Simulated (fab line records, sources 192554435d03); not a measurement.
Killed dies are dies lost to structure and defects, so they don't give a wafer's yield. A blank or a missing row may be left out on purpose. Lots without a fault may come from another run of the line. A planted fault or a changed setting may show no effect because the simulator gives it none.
A struck lot beside a sound one | flow n5_finfet | 40 steps out of a route of 1938
Sound: wafers L647.1, L647.2, L647.3. Struck: wafers L655.4, L655.5, L655.6. The cause comes at the end.
At each step with rows: each side's tool, then ch and its chambers, then its first start. Under that, the readings that differ: sound wafers | struck wafers | difference of the means | sigmas: that difference in standard deviations of wafers without a fault.
alike: readings whose means differ by less than 2 such deviations, and words and numbers that are the same on both sides. not compared: withheld readings, readings that some wafer has no value for, bounds like >300 that may hide the same value, and numbers for which the record gives no deviation and whose values overlap.
The two part at a step that has a row with sigmas, a row that says differs or no value, or rows on one side only. Numbers that don't overlap but have no deviation are shown without sigmas and don't part them. A reading that every wafer of one side lacks parts them only if that side has two wafers or more.

first, 12 steps without rows for these wafers: N5_HKMG_FIN_ETCH_54 (etches SiARC in CF4, target depth 45.5 nm, time 75.8 s); N5_HKMG_FIN_ETCH_55 (etches SOC in N2/H2, target depth 240 nm, time 300 s); N5_HKMG_FIN_STRIP_56 (strips in N2/H2); N5_HKMG_FIN_STRIP_57 (strips in CF4); N5_HKMG_FIN_ETCH_58 (etches SOC in N2/H2, target depth 215.8 nm, time 741 s); N5_HKMG_FIN_STRIP_93 (strips SOC in N2/H2, time 20 s); N5_HKMG_FIN_WET_ETCH_76 (etches Al2O3 in dNH4OH, stops on La2O3, target depth 2.25 nm, rinse time 30 s); N5_HKMG_FIN_STRIP_60 (strips in N2/H2, time 360 s); N5_HKMG_FIN_WET_ETCH_77 (etches La2O3 in dHCl, stops on HfO2, target depth 2 nm); N5_HKMG_FIN_WET_ETCH_78 (etches Al2O3 in dNH4OH, stops on La2O3, target depth 4.5 nm, rinse time 30 s); N5_HKMG_FIN_ALD_79 (deposits TiN, target thk 1.5 nm, pulse time 1 s, purge time 3 s); N5_HKMG_FIN_CVD_62 (deposits a-Si from Si2H6, target thk 3 nm, time 20.8 s).
N5_HKMG_FIN_RTA_80: time 2 s.
  sound on rtp_anneal-02 ch 0, day 4 21:01; struck on rtp_anneal-02 ch 0, day 6 16:50
then, 25 steps without rows for these wafers: N5_HKMG_FIN_PRECLEAN_64 (cleans in dHF, time 30 s); N5_HKMG_FIN_WET_ETCH_65 (etches a-Si in TMAH, stops on TiN, time 49 s, target depth 3 nm); N5_HKMG_FIN_WET_ETCH_81 (etches TiN in SC1, stops on HfO2, time 57 s, target depth 6 nm); N5_HKMG_FIN_WET_ETCH_82 (etches La2O3 in dHCl, stops on HfO2, target depth 2 nm, rinse time 30 s); N5_HKMG_FIN_ALD_36 (deposits TiN, target thk 1 nm, pulse time 1 s, purge time 3 s); N5_HKMG_FIN_PWFM_ALD_03 (deposits TiN, target thk 2 nm, pulse time 1 s, purge time 3 s); N5_HKMG_FIN_COAT_29 (time 60 s, resist thk 300 nm); N5_HKMG_FIN_COAT_30 (time 60 s, resist thk 35 nm); N5_HKMG_FIN_COAT_06 (resist thk 90 nm); N5_HKMG_FIN_EBR_08; N5_HKMG_FIN_SOFTBAKE_07 (time 60 s); N5_HKMG_FIN_EXPOSE_09 (exposes mask NWFM); N5_HKMG_FIN_PEB_10 (peb time 60 s); N5_HKMG_FIN_DEVELOP_11 (develop time 30 s); N5_HKMG_FIN_DESCUM_17 (chemistry O2, time 7.9 s); N5_HKMG_FIN_ETCH_31 (etches SiARC in CF4, target depth 45.5 nm, time 75.8 s); N5_HKMG_FIN_ETCH_32 (etches SOC in N2/H2, target depth 240 nm, time 300 s); N5_HKMG_FIN_STRIP_33 (strips in N2/H2); N5_HKMG_FIN_STRIP_34 (strips in CF4); N5_HKMG_FIN_ETCH_35 (etches SOC in N2/H2, target depth 215.8 nm, time 243.4 s); N5_HKMG_FIN_STRIP_92 (strips SOC in N2/H2, time 20 s); N5_HKMG_FIN_WET_ETCH_18 (etches TiN in SC1, time 55 s, target depth 5.2 nm, rinse time 30 s); N5_HKMG_FIN_STRIP_19 (strips in N2/H2, time 360 s); N5_HKMG_FIN_ALD_91 (deposits TiN, target thk 1 nm, pulse time 1 s, purge time 3 s); N5_HKMG_FIN_COAT_85 (time 60 s, resist thk 300 nm).
-- the record jumps here: 5 days lie between the struck wafers' starts before and after (it left off in module HKMG_FIN and takes up again in module BEOL_M4, whose first step shown is number 1111 of the route) --
N5_BEOL_M4_RC_MEAS_101:
  sound on prober-01 ch 0, day 8 19:41; struck on prober-01 ch 0, day 11 14:02
  reading             | sound                      | struck                  | difference | sigmas
  IOFF_N (nA/um)      | 0.115 0.177 0.138          | 0.193 0.213 0.152       | +0.043     | +2
  IOFF_P_LONG (nA/um) | 0.000107 0.000104 0.000105 | 8.4e-05 8.5e-05 8.5e-05 | -2.1e-05   | -2
  ION_P (uA/um)       | 460 471 468                | 455 456 446             | -14        | -2
  SS_N (mV/dec)       | 70.0 71.1 70.9             | 71.9 71.9 71.4          | +1.1       | +2
  VT_N (mV)           | 253.5 249.4 252.1          | 246.5 245.0 248.2       | -5.1       | -2
  VT_N_LVT (mV)       | 105.0 98.0 102.5           | 85.0 82.3 86.9          | -17.1      | -8
  VT_P (mV)           | -253 -249 -249             | -258 -258 -261          | -9         | -3
  VT_P_LONG (mV)      | -276 -276 -274             | -280 -284 -282          | -7         | -2
  alike: DIBL_N, DIBL_P, IOFF_P, ION_N, SS_P
-- the record jumps here: 4 days lie between the struck wafers' starts before and after (it left off in module BEOL_M4 and takes up again in module PASSIVATION, whose first step shown is number 1936 of the route) --
N5_PASSIVATION_PROBE_49:
  sound on prober-02, day 13 10:24; struck on prober-02, day 15 20:44
  alike: defect_limited_yield, killed_at_M0_to_M3, killed_at_M4_up, killed_at_contacts, killed_at_front_end, killed_at_other, killed_dies, killed_open, killed_short, sort_bin_5_function, sort_bin_6_memory, sort_n_pass, sort_yield_pct
  not compared: sort_bin_8_speed

WHERE THEY PART
Only at N5_BEOL_M4_RC_MEAS_101, within this record. Later steps at which nothing parts them and some readings are alike: N5_PASSIVATION_PROBE_49.

WHY: what the simulator had put in
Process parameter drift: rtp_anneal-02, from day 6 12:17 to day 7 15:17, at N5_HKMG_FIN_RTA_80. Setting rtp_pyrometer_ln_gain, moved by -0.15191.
